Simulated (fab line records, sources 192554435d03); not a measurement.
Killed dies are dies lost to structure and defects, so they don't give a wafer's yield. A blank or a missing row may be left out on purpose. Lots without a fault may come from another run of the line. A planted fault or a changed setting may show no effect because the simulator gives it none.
Chamber matching | flow n5_finfet | N5_BEOL_M11_ETCH_62 on rie_diel-05: 4 sister chambers
The step etches SOC in N2/H2, target depth 110 nm, overetch 22 nm, time 165 s. 4 wafers are shown with their chamber, then 8 later ones without.

WAFERS WITH THEIR CHAMBER
wafer  | chamber | showerhead_plenum_p_Torr (Torr)
L086.3 | 1       | 2.57
L088.5 | 0       | 2.61
L093.4 | 3       | 2.40
L076.2 | 2       | 2.41

WAFERS WITHOUT THEIR CHAMBER
wafer  | showerhead_plenum_p_Torr (Torr)
L076.3 | 2.56
L076.5 | 2.41
L095.1 | 2.56
L095.3 | 2.61
L095.6 | 2.56
L097.1 | 2.56
L097.3 | 2.40
L097.6 | 2.56

WHICH CHAMBER EACH WENT THROUGH
wafer  | from the rows above     | in truth
L076.3 | 1                       | 1
L076.5 | can't be placed: 2 or 3 | 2
L095.1 | 1                       | 1
L095.3 | 0                       | 0
L095.6 | 1                       | 1
L097.1 | 1                       | 1
L097.3 | can't be placed: 3 or 2 | 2
L097.6 | 1                       | 1
Placed correctly: 6 of 8. Can't be placed from these rows: 2 (the true chamber is among the candidates in 2). Placed wrongly: 0.
How it was worked out, from the rows above alone: a wafer's distance from a chamber is the root of the sum, over the readings, of the square of ((its reading less the chamber's mean) divided by the reading's scatter). The wafer belongs to the nearest chamber; if the next one is less than 2 further off, it can't be placed. A chamber's mean is the mean of its shown wafers. The scatter: with one shown wafer a chamber, the root of the mean of the squares of how far each hidden wafer lies from its nearest shown one.
